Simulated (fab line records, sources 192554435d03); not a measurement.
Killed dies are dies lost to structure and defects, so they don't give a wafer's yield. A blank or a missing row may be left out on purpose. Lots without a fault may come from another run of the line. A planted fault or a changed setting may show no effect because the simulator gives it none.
A struck lot beside a sound one | flow n5_finfet | 17 steps out of a route of 1938
Sound: wafers L723.2, L723.3, L723.5. Struck: wafers L712.3, L712.4, L712.6. The cause comes at the end.
At each step with rows: each side's tool, then ch and its chambers, then its first start. Under that, the readings that differ: sound wafers | struck wafers | difference of the means | sigmas: that difference in standard deviations of wafers without a fault.
alike: readings whose means differ by less than 2 such deviations, and words and numbers that are the same on both sides. not compared: withheld readings, readings that some wafer has no value for, bounds like >300 that may hide the same value, and numbers for which the record gives no deviation and whose values overlap.
The two part at a step that has a row with sigmas, a row that says differs or no value, or rows on one side only. Numbers that don't overlap but have no deviation are shown without sigmas and don't part them. A reading that every wafer of one side lacks parts them only if that side has two wafers or more.

first, 9 steps without rows for these wafers: N5_HKMG_FIN_EBR_08; N5_HKMG_FIN_SOFTBAKE_07 (time 60 s); N5_HKMG_FIN_EXPOSE_09 (exposes mask NWFM); N5_HKMG_FIN_PEB_10 (peb time 60 s); N5_HKMG_FIN_DEVELOP_11 (develop time 30 s); N5_HKMG_FIN_DESCUM_17 (chemistry O2, time 7.9 s); N5_HKMG_FIN_ETCH_31 (etches SiARC in CF4, target depth 45.5 nm, time 75.8 s); N5_HKMG_FIN_ETCH_32 (etches SOC in N2/H2, target depth 240 nm, time 300 s); N5_HKMG_FIN_STRIP_33 (strips in N2/H2).
N5_HKMG_FIN_STRIP_34: strips in CF4.
  sound on rie_diel-04 ch 0,2, day 8 17:49; struck on rie_diel-05 ch 0,1, day 6 06:10
  no value came back on the struck wafers for any of 7 readings (bias_power_w (W), cf4_flow_sccm (sccm) and others); on the sound wafers bias_power_w (W) reads 75.02 75.08 74.87
  reading                                     | sound | struck       | difference | sigmas
  model.SiARC_of_HKMG_FIN_COAT_30.thk_nm (nm) | 0 0 0 | 22 21.6 21.6 | +22        |
  not compared: rf_fwd_power_W, rf_hours_counter_h
then, 3 steps without rows for these wafers: N5_HKMG_FIN_ETCH_35 (etches SOC in N2/H2, target depth 215.8 nm, time 243.4 s); N5_HKMG_FIN_STRIP_92 (strips SOC in N2/H2, time 20 s); N5_HKMG_FIN_WET_ETCH_18 (etches TiN in SC1, time 55 s, target depth 5.2 nm, rinse time 30 s).
N5_HKMG_FIN_STRIP_19: strips in N2/H2, time 360 s.
  sound on plasma_asher-02 ch 0,1, day 8 18:16; struck on plasma_asher-01 ch 0,1, day 6 06:36
  reading                                   | sound | struck       | difference | sigmas
  model.SOC_of_HKMG_FIN_COAT_29.thk_nm (nm) | 0 0 0 | 80 77.8 78.4 | +79        |
  alike: drypump_motor_current_A, h2_flow_sccm, heater_power_w
  not compared: rf_hours_counter_h
then, 1 step without rows for these wafers: N5_HKMG_FIN_ALD_91 (deposits TiN, target thk 1 nm, pulse time 1 s, purge time 3 s).
N5_BEOL_M4_RC_MEAS_101:
  the record has rows for the sound wafers here (prober-01 ch 0, day 15 15:56) and none for the struck ones
-- the record jumps here: 10 days lie between the struck wafers' starts before and after (it left off in module BEOL_M4 and takes up again in module PASSIVATION, whose first step shown is number 1936 of the route) --
N5_PASSIVATION_PROBE_49:
  the record has rows for the struck wafers here (prober-02, day 16 09:37) and none for the sound ones

WHERE THEY PART
First at N5_HKMG_FIN_STRIP_34; last, within this record, at N5_PASSIVATION_PROBE_49.

WHY: what the simulator had put in
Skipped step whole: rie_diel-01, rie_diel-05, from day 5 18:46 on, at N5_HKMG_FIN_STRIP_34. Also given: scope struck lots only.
